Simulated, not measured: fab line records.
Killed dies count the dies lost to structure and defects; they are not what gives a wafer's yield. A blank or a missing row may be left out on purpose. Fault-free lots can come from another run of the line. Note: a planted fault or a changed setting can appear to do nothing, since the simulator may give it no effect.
Split-lot experiment / flow n5_finfet / route with 1938 steps; 7 lots, 21 wafers read

ON THE SPLIT
At N5_BEOL_M9_CMP_52 (polishes, stops on SiCOH lowk, t overpolish 7 s, target thk 140 nm), the setting down_force_psi was moved away from the recipe's 1 psi on 7 of the 21 wafers read, by -21.1% to +16.8%. The other wafers ran this setting at the recipe's value.

Reading taken at the split's own step.

THE READING
barrier_field_endpoint_s, in s, at N5_BEOL_M9_CMP_52 (polishes, stops on SiCOH lowk, t overpolish 7 s, target thk 140 nm). Fault-free wafers of this fab line usually give 28.9 s, standard deviation 0.66 s.

wafer=L074.3; tool, chamber at the split=cmp-04, 1; down_force_psi as run, psi=1; against the recipe=recipe; barrier_field_endpoint_s, s=28.4; against lot-mates on the recipe=-
wafer=L074.6; tool, chamber at the split=cmp-04, 2; down_force_psi as run, psi=1; against the recipe=recipe; barrier_field_endpoint_s, s=29.2; against lot-mates on the recipe=-
wafer=L074.5; tool, chamber at the split=cmp-04, 3; down_force_psi as run, psi=1; against the recipe=recipe; barrier_field_endpoint_s, s=30.1; against lot-mates on the recipe=-
wafer=L075.2; tool, chamber at the split=cmp-02, 1; down_force_psi as run, psi=0.7894; against the recipe=-21.1%; barrier_field_endpoint_s, s=37.0; against lot-mates on the recipe=+7.7
wafer=L075.4; tool, chamber at the split=cmp-02, 0; down_force_psi as run, psi=0.7894; against the recipe=-21.1%; barrier_field_endpoint_s, s=37.3; against lot-mates on the recipe=+8.0
wafer=L075.6; tool, chamber at the split=cmp-02, 1; down_force_psi as run, psi=1; against the recipe=recipe; barrier_field_endpoint_s, s=29.3; against lot-mates on the recipe=-
wafer=L077.2; tool, chamber at the split=cmp-02, 1; down_force_psi as run, psi=1; against the recipe=recipe; barrier_field_endpoint_s, s=28.9; against lot-mates on the recipe=-
wafer=L077.4; tool, chamber at the split=cmp-02, 2; down_force_psi as run, psi=1; against the recipe=recipe; barrier_field_endpoint_s, s=28.6; against lot-mates on the recipe=-
wafer=L077.3; tool, chamber at the split=cmp-02, 0; down_force_psi as run, psi=1; against the recipe=recipe; barrier_field_endpoint_s, s=29.5; against lot-mates on the recipe=-
wafer=L079.2; tool, chamber at the split=cmp-04, 2; down_force_psi as run, psi=1.147; against the recipe=+14.7%; barrier_field_endpoint_s, s=24.3; against lot-mates on the recipe=-4.8
wafer=L079.1; tool, chamber at the split=cmp-04, 3; down_force_psi as run, psi=1; against the recipe=recipe; barrier_field_endpoint_s, s=29.1; against lot-mates on the recipe=-
wafer=L079.6; tool, chamber at the split=cmp-04, 1; down_force_psi as run, psi=1.147; against the recipe=+14.7%; barrier_field_endpoint_s, s=24.7; against lot-mates on the recipe=-4.4
wafer=L085.2; tool, chamber at the split=cmp-03, 2; down_force_psi as run, psi=1; against the recipe=recipe; barrier_field_endpoint_s, s=29.0; against lot-mates on the recipe=-
wafer=L085.5; tool, chamber at the split=cmp-03, 3; down_force_psi as run, psi=1; against the recipe=recipe; barrier_field_endpoint_s, s=28.9; against lot-mates on the recipe=-
wafer=L085.6; tool, chamber at the split=cmp-03, 0; down_force_psi as run, psi=1; against the recipe=recipe; barrier_field_endpoint_s, s=29.6; against lot-mates on the recipe=-
wafer=L089.1; tool, chamber at the split=cmp-04, 3; down_force_psi as run, psi=1.168; against the recipe=+16.8%; barrier_field_endpoint_s, s=25.7; against lot-mates on the recipe=-3.8
wafer=L089.3; tool, chamber at the split=cmp-04, 1; down_force_psi as run, psi=1.168; against the recipe=+16.8%; barrier_field_endpoint_s, s=24.0; against lot-mates on the recipe=-5.5
wafer=L089.6; tool, chamber at the split=cmp-04, 0; down_force_psi as run, psi=1; against the recipe=recipe; barrier_field_endpoint_s, s=29.5; against lot-mates on the recipe=-
wafer=L097.2; tool, chamber at the split=cmp-02, 2; down_force_psi as run, psi=1; against the recipe=recipe; barrier_field_endpoint_s, s=28.5; against lot-mates on the recipe=-
wafer=L097.4; tool, chamber at the split=cmp-02, 3; down_force_psi as run, psi=1; against the recipe=recipe; barrier_field_endpoint_s, s=28.4; against lot-mates on the recipe=-
wafer=L097.1; tool, chamber at the split=cmp-02, 0; down_force_psi as run, psi=0.8295; against the recipe=-17.0%; barrier_field_endpoint_s, s=34.7; against lot-mates on the recipe=+6.3

FIT RESULTS
A straight line over all 21 wafers: barrier_field_endpoint_s changes by -0.328 s for each +1% of down_force_psi; r = -0.98; the points scatter about the line by 0.71 s.
The same after taking each lot's own level away (the mean of its wafers on the recipe; 21 wafers): -0.336 s for each +1%; r = -0.99; scatter 0.58 s.
That fit puts the effect of the largest move of down_force_psi on the reading at 7.1 s.
Measured against the standard deviation above, the lots' own levels, which go from 28.45 to 29.50 s, span 1.6 times it.
The two slopes are in agreement: the lot-to-lot level therefore moves the slope only a little.
Check: with one of the wafers moved furthest among these (-21.1%) left out of the fit, the line predicts +7.15 s for it against its lot-mates. Against them it came out at +7.7 s.
Tool readings at the split's step, against how far the setting was moved: barrier_field_endpoint_s r = -0.98.

ADDITIONAL SPLITS CARRIED BY THESE WAFERS
These wafers also went through other splits before the reading. Each is held against what the fit with the lots' levels taken away leaves over:
other split on the same wafers=N5_BEOL_M8_DESCUM_16 time_s; wafers away from the commonest value=7; r with barrier_field_endpoint_s (lot level and that fit taken away)=+0.11
other split on the same wafers=N5_BEOL_M8_ETCH_62 bias_w; wafers away from the commonest value=7; r with barrier_field_endpoint_s (lot level and that fit taken away)=-0.10
other split on the same wafers=N5_BEOL_M9_COAT_60 spin_rpm; wafers away from the commonest value=6; r with barrier_field_endpoint_s (lot level and that fit taken away)=+0.39

FILE'S OWN FIT
barrier_field_endpoint_s changes by -0.339 s for each +1% of down_force_psi, r = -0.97.
